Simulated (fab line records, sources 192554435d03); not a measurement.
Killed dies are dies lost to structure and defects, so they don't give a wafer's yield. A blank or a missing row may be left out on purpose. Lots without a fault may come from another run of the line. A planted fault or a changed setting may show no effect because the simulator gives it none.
fab line records | flow n5_finfet
record lots=7 wafers=21
route steps=1938 shown MOL_CONTACT_COAG@523 BEOL_M0_SAQP@632
start_h: hours from the record's first day to the start of the lot's first wafer shown | wait_h: hours since the lot's step before | " the same as in the row above | L1.1+2: a row that stands for several wafers | - no value, or no start given | * or withheld: withheld | < > ~ a bound
route shown NAME@n: a module of which the file shows steps, and the number in the route of the first | usual: mean/standard deviation of fault-free wafers | same: alike in all rows | chamber/n: place in a boat | sites: the reading at each site | _std_site: their standard deviation | _edge_site: outer sites' mean less inner sites' | radius_mm: how far each site lies from the wafer's centre | mask NAME#n: copy n | behind: the tool/chamber that last shaped the wafer | hold: why the lot was held/for how many hours/how that ended | device: the transistor (n, p or np) that didn't switch | end of line: the same wafers' tests at the end of the route | a step without rows: its recipe alone | killed: dies lost to structure and defects at the first sort, not the wafer's yield | map: a wafer's dies, x killed, . not, _ none there
set.NAME: the setting as run; set.NAME@STEP: as run at that earlier step | model.NAME: the simulator's own value behind a step, which no gauge read
lots whose settings were changed on purpose; a table a step, a row a wafer
## steps
# step N5_MOL_CONTACT_COAG_EXPOSE_05
# recipe mask_id=CA na=0.33 source_shape=annular sigma_inner=0.4 sigma_outer=0.8 polarization=unpolarized defocus_nm=0 dose_mj=38.25
# columns lot.wafer tool chamber start_h wait_h mask set.dose_mj
L076.4+6 euv_scanner-01 0 100.39 - CA#0 35.78
L076.5 " 0 " " CA#0 38.25
L079.2 euv_scanner-02 0 122.69 - CA#0 38.25
L079.3+4 " 0 " " CA#0 36.85
L080.1+3+6 euv_scanner-01 0 124.49 - CA#0 40.63
L084.1+2+4 euv_scanner-01 0 153.05 - CA#0 38.25
L087.2+3+4 euv_scanner-02 0 165.29 - CA#0 38.25
L088.3+4+5 euv_scanner-02 0 176.69 - CA#0 38.25
L092.1+3 euv_scanner-01 0 201.05 - CA#0 38.25
L092.2 " 0 " " CA#0 39.99
# step N5_MOL_CONTACT_COAG_PEB_06
# recipe peb_temp_c=100 peb_time_s=60 resist=CAR-EUV
# step N5_MOL_CONTACT_COAG_DEVELOP_07
# recipe develop_time_s=30 developer=TMAH resist=CAR-EUV rinse_liquid=surfactant_rinse dry=air_spin dev_temp_c=23
# step N5_MOL_CONTACT_COAG_CD_MEAS_08
# recipe target_cd_nm=28 landing_energy_ev=500 detector=se_inlens polarity=opening
# usual cd_nm=28.01/0.26
# columns lot.wafer tool chamber start_h wait_h set.dose_mj@MOL_CONTACT_COAG_EXPOSE_05 cd_nm
L076.4 cd_sem-03 0 100.50 - 35.78 26.63
L076.5 " 0 " " 38.25 28.07
L076.6 " 0 " " 35.78 26.61
L079.2 cd_sem-02 0 122.82 - 38.25 27.80
L079.3 " 0 " " 36.85 27.23
L079.4 " 0 " " 36.85 26.81
L080.1 cd_sem-01 0 124.62 - 40.63 29.42
L080.3 " 0 " " 40.63 29.09
L080.6 " 0 " " 40.63 29.06
L084.1 cd_sem-03 0 153.18 - 38.25 27.81
L084.2 " 0 " " 38.25 27.84
L084.4 " 0 " " 38.25 27.89
L087.2 cd_sem-02 0 165.42 - 38.25 27.82
L087.3 " 0 " " 38.25 28.48
L087.4 " 0 " " 38.25 28.79
L088.3 cd_sem-03 0 176.81 - 38.25 28.25
L088.4 " 0 " " 38.25 27.89
L088.5 " 0 " " 38.25 27.91
L092.1 cd_sem-01 0 201.18 - 38.25 28.13
L092.2 " 0 " " 39.99 29.14
L092.3 " 0 " " 38.25 28.24
# step N5_MOL_CONTACT_COAG_DESCUM_13
# recipe chemistry=O2 time_s=7 source_power_w=50 bias_power_w=20 pressure_mtorr=20 rf_frequency_hz=2.712e+07 temp_c=40 resist=CAR-EUV o2_flow_sccm=225
# step N5_MOL_CONTACT_COAG_ETCH_59
# recipe chemistry=N2/H2 target=underlayer target_depth_a=130 mask_material=CAR-EUV time_s=10.4 ion_energy_ev=200 pressure_mtorr=30 source_w=840 bias_w=150 n2_flow_sccm=200 h2_flow_sccm=200 ends=cleared
# columns lot.wafer tool chamber start_h wait_h set.dose_mj@MOL_CONTACT_COAG_EXPOSE_05 model.MOL_CONTACT_COAG.cd_offset_nm
L076.4+6 rie_diel-05 1,3 100.66 0.0 35.78 -1.2
L076.5 " 2 " " 38.25 0.2
L079.2 rie_diel-04 2 122.98 0.0 38.25 0
L079.3 " 0 " " 36.85 -0.8
L079.4 " 3 " " 36.85 -1
L080.1+6 rie_diel-03 3 124.78 0.0 40.63 1
L080.3 " 0 " " 40.63 0.8
L084.1 rie_diel-04 2 153.33 0.0 38.25 0
L084.2+4 " 3,1 " " 38.25 -0.2
L087.2+3+4 rie_diel-05 2,0,1 165.57 0.0 38.25 0.2
L088.3+4 rie_diel-04 3,2 176.96 0.0 38.25 0
L088.5 " 0 " " 38.25 -0.2
L092.1+3 rie_diel-04 0,1 201.34 0.0 38.25 -0.2
L092.2 " 3 " " 39.99 0.8
# step N5_MOL_CONTACT_COAG_ETCH_105
# recipe chemistry=CF4 target=SiARC target_depth_a=156 mask_material=CAR-EUV time_s=26 ion_energy_ev=80 pressure_mtorr=40 source_w=545 bias_w=36 Ar_flow_sccm=100 cf4_flow_sccm=100 ends=cleared
# columns lot.wafer tool chamber start_h wait_h set.dose_mj@MOL_CONTACT_COAG_EXPOSE_05 model.MOL_CONTACT_COAG.cd_offset_nm
L076.4+6 rie_diel-05 1,3 100.68 0.0 35.78 -1.2
L076.5 " 2 " " 38.25 0.4
L079.2 rie_diel-04 2 123.00 0.0 38.25 0
L079.3 " 0 " " 36.85 -0.8
L079.4 " 3 " " 36.85 -1.2
L080.1 rie_diel-03 3 124.80 0.0 40.63 1
L080.3+6 " 0,3 " " 40.63 0.8
L084.1 rie_diel-04 2 153.35 0.0 38.25 0
L084.2+4 " 3,1 " " 38.25 -0.2
L087.2+4 rie_diel-05 2,1 165.59 0.0 38.25 0.2
L087.3 " 0 " " 38.25 0.4
L088.3+5 rie_diel-04 3,0 176.98 0.0 38.25 -0.2
L088.4 " 2 " " 38.25 0
L092.1+3 rie_diel-04 0,1 201.36 0.0 38.25 -0.2
L092.2 " 3 " " 39.99 0.8
# step N5_MOL_CONTACT_COAG_ETCH_106
# recipe chemistry=N2/H2 target=SOC target_depth_a=800 overetch_a=160 mask_material=SiARC temp_c=40 time_s=120 ion_energy_ev=200 pressure_mtorr=30 source_w=840 bias_w=150 n2_flow_sccm=200 h2_flow_sccm=200
# columns lot.wafer tool chamber start_h wait_h set.dose_mj@MOL_CONTACT_COAG_EXPOSE_05 model.MOL_CONTACT_COAG.cd_offset_nm
L076.4 rie_diel-05 1 100.71 0.0 35.78 -0.8
L076.5 " 2 " " 38.25 0.6
L076.6 " 3 " " 35.78 -1.2
L079.2 rie_diel-04 2 123.03 0.0 38.25 0
L079.3 " 0 " " 36.85 -1.2
L079.4 " 3 " " 36.85 -1.6
L080.1 rie_diel-03 3 124.83 0.0 40.63 1.2
L080.3 " 0 " " 40.63 0.8
L080.6 " 3 " " 40.63 1
L084.1 rie_diel-04 2 153.38 0.0 38.25 -0.2
L084.2 " 3 " " 38.25 -0.6
L084.4 " 1 " " 38.25 -0.4
L087.2+4 rie_diel-05 2,1 165.62 0.0 38.25 0.2
L087.3 " 0 " " 38.25 0.4
L088.3 rie_diel-04 3 177.01 0.0 38.25 -0.4
L088.4+5 " 2,0 " " 38.25 -0.2
L092.1 rie_diel-04 0 201.39 0.0 38.25 -0.4
L092.2 " 3 " " 39.99 0.6
L092.3 " 1 " " 38.25 0
# step N5_MOL_CONTACT_COAG_STRIP_107
# recipe chemistry=N2/H2 temp_c=40 n2_flow_sccm=200 h2_flow_sccm=200 rf_frequency_hz=6e+07
# step N5_MOL_CONTACT_COAG_STRIP_108
# recipe chemistry=N2/H2 temp_c=40 n2_flow_sccm=200 h2_flow_sccm=200 rf_frequency_hz=6e+07
# step N5_MOL_CONTACT_COAG_CONTACT_ETCH_14
# recipe chemistry=C4F6/O2 target=SiO2 target_depth_a=275 overetch_a=85 mask_material=SOC pressure_mtorr=30 source_w=370 bias_w=185 Ar_flow_sccm=300 C4F6_flow_sccm=16 O2_flow_sccm=10 time_s=20 ion_energy_ev=259.6
# columns lot.wafer tool chamber start_h wait_h set.dose_mj@MOL_CONTACT_COAG_EXPOSE_05 model.MOL_CONTACT_COAG.cd_offset_nm
L076.4+6 rie_diel-05 1,3 100.81 0.0 35.78 -1
L076.5 " 2 " " 38.25 0.4
L079.2 rie_diel-04 2 123.13 0.0 38.25 0
L079.3 " 0 " " 36.85 -1.2
L079.4 " 3 " " 36.85 -1.6
L080.1 rie_diel-03 3 124.93 0.0 40.63 1.2
L080.3 " 0 " " 40.63 0.8
L080.6 " 3 " " 40.63 1
L084.1 rie_diel-04 2 153.48 0.0 38.25 0
L084.2 " 3 " " 38.25 -0.6
L084.4 " 1 " " 38.25 -0.4
L087.2+4 rie_diel-05 2,1 165.72 0.0 38.25 0.2
L087.3 " 0 " " 38.25 0.4
L088.3+5 rie_diel-04 3,0 177.11 0.0 38.25 -0.2
L088.4 " 2 " " 38.25 0
L092.1 rie_diel-04 0 201.49 0.0 38.25 -0.2
L092.2 " 3 " " 39.99 0.6
L092.3 " 1 " " 38.25 0
# step N5_MOL_CONTACT_COAG_STRIP_109
# recipe chemistry=C4F6/O2 resist=SiARC rf_frequency_hz=6e+07
# step N5_MOL_CONTACT_COAG_ETCH_15
# recipe chemistry=CH3F/O2 target=SiNx target_depth_a=70 mask_material=SOC stop_on=Si:P over_etch_frac=0.75 ion_energy_ev=120 pressure_mtorr=30 source_w=395 bias_w=73 Ar_flow_sccm=150 CH3F_flow_sccm=30 O2_flow_sccm=20
# step N5_MOL_CONTACT_COAG_ETCH_110
# recipe chemistry=CF4/O2 target=Si target_depth_a=25 time_s=8 pressure_mtorr=100 source_w=200 bias_w=12 ion_energy_ev=60 Ar_flow_sccm=100 cf4_flow_sccm=100 O2_flow_sccm=10
# step N5_MOL_CONTACT_COAG_STRIP_98
# recipe chemistry=N2/H2 power_w=500 temp_c=40 pressure_mtorr=50 rf_frequency_hz=6e+07 overash_fraction=0.3 bias_power_w=8 h2_frac=0.5 n2_flow_sccm=300 h2_flow_sccm=300
# step N5_MOL_CONTACT_COAG_CD_MEAS_99
# recipe target_cd_nm=17.2 polarity=opening
# usual cd_nm=17.2/0.36
# columns lot.wafer tool chamber start_h wait_h set.dose_mj@MOL_CONTACT_COAG_EXPOSE_05 cd_nm
L076.4 cd_sem-02 - 101.03 - 35.78 16.1
L076.5 " - " " 38.25 17.6
L076.6 " - " " 35.78 15.9
L079.2 cd_sem-02 - 123.34 - 38.25 17.0
L079.3 " - " " 36.85 16.1
L079.4 " - " " 36.85 16.0
L080.1 cd_sem-03 - 125.14 - 40.63 17.8
L080.3 " - " " 40.63 18.0
L080.6 " - " " 40.63 18.3
L084.1 cd_sem-02 - 153.70 - 38.25 17.0
L084.2 " - " " 38.25 16.7
L084.4 " - " " 38.25 16.6
L087.2 cd_sem-02 - 165.94 - 38.25 17.1
L087.3 " - " " 38.25 17.4
L087.4 " - " " 38.25 17.1
L088.3 cd_sem-02 - 177.33 - 38.25 17.0
L088.4 " - " " 38.25 17.0
L088.5 " - " " 38.25 17.4
L092.1 cd_sem-01 - 201.70 - 38.25 17.0
L092.2 " - " " 39.99 17.7
L092.3 " - " " 38.25 17.3
# step N5_MOL_CONTACT_COAG_EXPOSE_37
# recipe mask_id=VD na=0.33 source_shape=annular sigma_inner=0.3 sigma_outer=0.7 polarization=unpolarized defocus_nm=0 dose_mj=62
# columns lot.wafer tool chamber start_h wait_h mask set.dose_mj
L076.4+5+6 euv_scanner-01 0 110.45 - VD#0 62
L079.2+3+4 euv_scanner-01 0 133.72 - VD#0 62
L080.1+6 euv_scanner-01 0 134.23 - VD#0 58
L080.3 " 0 " " VD#0 62
L084.1+4 euv_scanner-01 0 163.11 - VD#0 64.96
L084.2 " 0 " " VD#0 62
L087.2+3+4 euv_scanner-02 0 178.02 - VD#0 62
L088.3 euv_scanner-02 0 188.64 - VD#0 62
L088.4+5 " 0 " " VD#0 65.83
L092.1+2 euv_scanner-01 0 215.71 - VD#0 59.38
L092.3 " 0 " " VD#0 62
# step N5_MOL_CONTACT_COAG_PEB_38
# recipe peb_temp_c=100 peb_time_s=60 resist=CAR-EUV
# step N5_MOL_CONTACT_COAG_DEVELOP_39
# recipe develop_time_s=30 developer=TMAH resist=CAR-EUV rinse_liquid=surfactant_rinse dry=air_spin dev_temp_c=23
# step N5_MOL_CONTACT_COAG_CD_MEAS_40
# recipe target_cd_nm=25.1 landing_energy_ev=500 detector=se_inlens polarity=opening
# usual cd_nm=25.08/0.23
# columns lot.wafer tool chamber start_h wait_h set.dose_mj@MOL_CONTACT_COAG_EXPOSE_37 cd_nm
L076.4 cd_sem-01 0 110.57 - 62 25.27
L076.5 " 0 " " 62 25.18
L076.6 " 0 " " 62 25.05
L079.2 cd_sem-01 0 133.86 - 62 24.81
L079.3 " 0 " " 62 24.82
L079.4 " 0 " " 62 24.94
L080.1 cd_sem-01 0 134.37 - 58 23.64
L080.3 " 0 " " 62 24.96
L080.6 " 0 " " 58 24.42
L084.1 cd_sem-01 0 163.25 - 64.96 25.95
L084.2 " 0 " " 62 25.09
L084.4 " 0 " " 64.96 26.29
L087.2 cd_sem-02 0 178.15 - 62 24.74
L087.3 " 0 " " 62 24.80
L087.4 " 0 " " 62 25.41
L088.3 cd_sem-02 0 188.77 - 62 25.38
L088.4 " 0 " " 65.83 26.32
L088.5 " 0 " " 65.83 26.34
L092.1 cd_sem-03 0 215.85 - 59.38 24.27
L092.2 " 0 " " 59.38 24.05
L092.3 " 0 " " 62 25.14
# step N5_BEOL_M0_SAQP_PECVD_00
# recipe material=SiCN target_thk_a=80 temp_c=withheld precursor=3MS/NH3 pressure_torr=3 rf_w=202 time_s=14
# columns lot.wafer tool chamber start_h wait_h set.time_s model.SiCN_of_BEOL_M0_SAQP_PECVD_00.thk_nm
L076.4 pecvd-04 0 119.93 0.1 16.03 9
L076.5 " 1 " " 14 7.8
L076.6 " 2 " " 14 8
L079.2 pecvd-04 2 139.17 0.2 13.24 7.6
L079.3 " 0 " " 14 8.2
L079.4 " 1 " " 13.24 7.4
L080.1 pecvd-01 1 142.19 0.2 15.37 8.6
L080.3+6 " 2,0 " " 14 8.2
L084.1+4 pecvd-04 2 169.22 0.2 14 7.8
L084.2 " 1 " " 15.33 8.4
L087.2+4 pecvd-03 2 184.06 0.2 14 8.4
L087.3 " 0 " " 14 8.2
L088.3+5 pecvd-04 0,2 194.39 0.1 12.34 6.8
L088.4 " 1 " " 14 7.6
L092.1+2 pecvd-03 0,1 221.14 0.2 14 8
L092.3 " 2 " " 14 8.2
# step N5_BEOL_M0_SAQP_PECVD_04
# recipe material=a-Si target_thk_a=600 temp_c=350 precursor=SiH4/He pressure_torr=3 rf_w=100 time_s=60.2
# columns lot.wafer tool chamber start_h wait_h set.time_s model.a-Si_of_BEOL_M0_SAQP_PECVD_04.thk_nm
L076.4 pecvd-03 2 121.92 0.0 53.75 54.6
L076.5 " 1 " " 53.75 54.4
L076.6 " 0 " " 60.2 60.8
L079.2 pecvd-04 0 139.91 0.0 60.2 60.4
L079.3 " 2 " " 51.98 51.8
L079.4 " 0 " " 60.2 61.2
L080.1 pecvd-03 2 143.29 0.0 60.2 60.4
L080.3 " 1 " " 60.2 59.8
L080.6 " 2 " " 60.2 61.4
L084.1 pecvd-04 1 170.02 0.0 60.2 58.6
L084.2 " 2 " " 60.2 58.8
L084.4 " 1 " " 60.2 60
L087.2 pecvd-04 2 184.99 0.0 60.2 59.6
L087.3 " 0 " " 60.2 59.4
L087.4 " 1 " " 60.2 60.8
L088.3 pecvd-01 2 196.25 0.0 60.2 59.8
L088.4 " 2 " " 60.2 61.6
L088.5 " 0 " " 54.83 55.4
L092.1 pecvd-01 2 223.50 0.0 68.12 67.6
L092.2 " 0 " " 68.12 67
L092.3 " 0 " " 68.12 67.2
# step N5_BEOL_M0_SAQP_THK_MEAS_05
# usual thk_nm=60.0/0.68
# columns lot.wafer tool chamber start_h wait_h set.time_s@BEOL_M0_SAQP_PECVD_04 thk_nm
L076.4 film_metro-01 - 121.99 0.0 53.75 54.5
L076.5 " - " " 53.75 54.4
L076.6 " - " " 60.2 60.9
L079.2 film_metro-02 - 140.01 0.1 60.2 60.4
L079.3 " - " " 51.98 51.7
L079.4 " - " " 60.2 61.1
L080.1 film_metro-02 - 143.39 0.1 60.2 60.2
L080.3 " - " " 60.2 59.8
L080.6 " - " " 60.2 61.4
L084.1 film_metro-01 - 170.15 0.1 60.2 58.7
L084.2 " - " " 60.2 58.8
L084.4 " - " " 60.2 60.1
L087.2 film_metro-02 - 185.08 0.1 60.2 59.7
L087.3 " - " " 60.2 59.4
L087.4 " - " " 60.2 60.9
L088.3 film_metro-02 - 196.35 0.1 60.2 59.7
L088.4 " - " " 60.2 61.5
L088.5 " - " " 54.83 55.4
L092.1 film_metro-02 - 223.63 0.1 68.12 67.6
L092.2 " - " " 68.12 67.0
L092.3 " - " " 68.12 67.1
# step N5_BEOL_M0_SAQP_HM_DEP_111
# recipe material=SiO2 target_thk_a=120 temp_c=400 precursor=SiH4/N2O pressure_torr=0.75 rf_w=275 time_s=7.2
# step N5_BEOL_M0_SAQP_COAT_81
# recipe resist=SOC temp_c=250 time_s=60 spin_rpm=1500 resist_thk_nm=100
# step N5_BEOL_M0_SAQP_HM_OPEN_112
# recipe chemistry=CHF3/O2 target=SiO2 stop_on=a-Si target_depth_a=120 over_etch_frac=1.25 mask_material=SOC time_s=13.5 pressure_mtorr=30 source_w=650 bias_w=170 Ar_flow_sccm=200 CHF3_flow_sccm=50 O2_flow_sccm=5 ion_energy_ev=200 ends=end_point
# step N5_BEOL_M0_SAQP_STRIP_113
# recipe chemistry=CHF3/O2 resist=SiARC rf_frequency_hz=6e+07
# step N5_BEOL_M0_SAQP_MANDREL_ETCH_20
# recipe target_depth_a=600 chemistry=HBr/Cl2 target=a-Si stop_on=SiNx bt_time_s=10 mask_material=SOC over_etch_frac=0.5 time_s=30 pressure_mtorr=10 icp_w=800 bias_w=75 HBr_flow_sccm=150 Cl2_flow_sccm=80 ends=end_point
# columns lot.wafer tool chamber start_h wait_h set.time_s@BEOL_M0_SAQP_PECVD_04 model.etch.depth_nm
L076.4 rie_si-04 0 123.39 0.0 53.75 54.51
L076.5 " 0 " " 53.75 54.44
L076.6 " 3 " " 60.2 60.85
L079.2 rie_si-01 1 140.86 0.0 60.2 60.32
L079.3 " 3 " " 51.98 51.7
L079.4 " 0 " " 60.2 61.1
L080.1 rie_si-02 2 144.24 0.0 60.2 60.3
L080.3 " 3 " " 60.2 59.83
L080.6 " 0 " " 60.2 61.34
L084.1 rie_si-02 0 171.02 0.0 60.2 58.67
L084.2 " 2 " " 60.2 58.78
L084.4 " 1 " " 60.2 60.04
L087.2 rie_si-01 2 185.95 0.0 60.2 59.69
L087.3 " 0 " " 60.2 59.4
L087.4 " 1 " " 60.2 60.85
L088.3 rie_si-02 3 197.29 0.0 60.2 59.71
L088.4 " 0 " " 60.2 61.53
L088.5 " 2 " " 54.83 55.42
L092.1 rie_si-04 2 224.35 0.0 68.12 67.62
L092.2 " 0 " " 68.12 67.05
L092.3 " 3 " " 68.12 67.14
# step N5_BEOL_M0_SAQP_STRIP_86
# recipe chemistry=N2/H2 power_w=500 temp_c=40 pressure_mtorr=50 rf_frequency_hz=6e+07 overash_fraction=0.3 bias_power_w=28 h2_frac=0.5 n2_flow_sccm=300 h2_flow_sccm=300
# step N5_BEOL_M0_SAQP_STRIP_115
# recipe chemistry=post_etch_residue_remover time_s=60 temp_c=25 remover_ph=withheld remover_water_wt_pct=withheld remover_fluoride_wt_pct=withheld
# step N5_BEOL_M0_SAQP_RECESS_114
# recipe chemistry=HF/NH3 target=SiO2 target_depth_a=144 afs_cycles=3 temp_c=30 sublimation_temp_c=180 sublimation_time_s=60
# step N5_BEOL_M0_SAQP_SPACER1_ALD_98
# recipe material=SiO2 target_thk_a=128 temp_c=300 ald_precursor_family=BDEAS ald_co_reactant=O2-plasma pulse_time_s=1 purge_time_s=2 co_reactant_purge_time_s=2 ald_cycles=138 pressure_torr=2
# step N5_BEOL_M0_SAQP_SPACER1_ETCHBACK_99
# recipe chemistry=CHF3/O2 mode=anisotropic_etchback target=SiO2 target_depth_a=154 time_s=7.7 pressure_mtorr=30 source_w=650 bias_w=170 Ar_flow_sccm=200 CHF3_flow_sccm=50 O2_flow_sccm=5 ion_energy_ev=200
# columns lot.wafer tool chamber start_h wait_h set.time_s@BEOL_M0_SAQP_PECVD_04 model.a-Si_of_BEOL_M0_SAQP_PECVD_04.thk_nm
L076.4 rie_diel-01 3 124.92 0.1 53.75 54
L076.5 " 0 " " 53.75 53.8
L076.6 " 3 " " 60.2 60.2
L079.2 rie_diel-01 3 142.40 0.4 60.2 59.8
L079.3 " 1 " " 51.98 51
L079.4 " 2 " " 60.2 60.4
L080.1 rie_diel-02 2 145.49 0.4 60.2 59.6
L080.3 " 3 " " 60.2 59.2
L080.6 " 2 " " 60.2 60.8
L084.1 rie_diel-02 2 172.70 0.3 60.2 58
L084.2 " 0 " " 60.2 58.2
L084.4 " 3 " " 60.2 59.4
L087.2 rie_diel-02 3 187.35 0.3 60.2 59
L087.3 " 1 " " 60.2 58.8
L087.4 " 2 " " 60.2 60.2
L088.3 rie_diel-01 2 198.38 0.3 60.2 59.2
L088.4 " 0 " " 60.2 61
L088.5 " 1 " " 54.83 54.8
L092.1 rie_diel-06 3 225.45 0.3 68.12 67
L092.2 " 0 " " 68.12 66.4
L092.3 " 2 " " 68.12 66.6
## key
split step=N5_MOL_CONTACT_COAG_EXPOSE_05 setting=dose_mj stated=38.25 by=wafer
response step=N5_MOL_CONTACT_COAG_CD_MEAS_08 reading=cd_nm change=+0.219 per=1% r=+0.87
response step=N5_MOL_CONTACT_COAG_ETCH_59 reading=model.MOL_CONTACT_COAG.cd_offset_nm change=+0.223 per=1% r=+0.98
response step=N5_MOL_CONTACT_COAG_ETCH_105 reading=model.MOL_CONTACT_COAG.cd_offset_nm change=+0.245 per=1% r=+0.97
response step=N5_MOL_CONTACT_COAG_ETCH_106 reading=model.MOL_CONTACT_COAG.cd_offset_nm change=+0.252 per=1% r=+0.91
response step=N5_MOL_CONTACT_COAG_CONTACT_ETCH_14 reading=model.MOL_CONTACT_COAG.cd_offset_nm change=+0.229 per=1% r=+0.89
response step=N5_MOL_CONTACT_COAG_CD_MEAS_99 reading=cd_nm change=+0.217 per=1% r=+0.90
split step=N5_MOL_CONTACT_COAG_EXPOSE_37 setting=dose_mj stated=62 by=wafer
response step=N5_MOL_CONTACT_COAG_CD_MEAS_40 reading=cd_nm change=+0.174 per=1% r=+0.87
split step=N5_BEOL_M0_SAQP_PECVD_00 setting=time_s stated=14 by=wafer
response step=N5_BEOL_M0_SAQP_PECVD_00 reading=model.SiCN_of_BEOL_M0_SAQP_PECVD_00.thk_nm change=+0.0686 per=1% r=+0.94
split step=N5_BEOL_M0_SAQP_PECVD_04 setting=time_s stated=60.2 by=wafer
response step=N5_BEOL_M0_SAQP_PECVD_04 reading=model.a-Si_of_BEOL_M0_SAQP_PECVD_04.thk_nm change=+0.624 per=1% r=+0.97
response step=N5_BEOL_M0_SAQP_THK_MEAS_05 reading=thk_nm change=* per=1% r=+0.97
response step=N5_BEOL_M0_SAQP_MANDREL_ETCH_20 reading=model.etch.depth_nm change=+0.624 per=1% r=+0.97
response step=N5_BEOL_M0_SAQP_SPACER1_ETCHBACK_99 reading=model.a-Si_of_BEOL_M0_SAQP_PECVD_04.thk_nm change=+0.628 per=1% r=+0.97
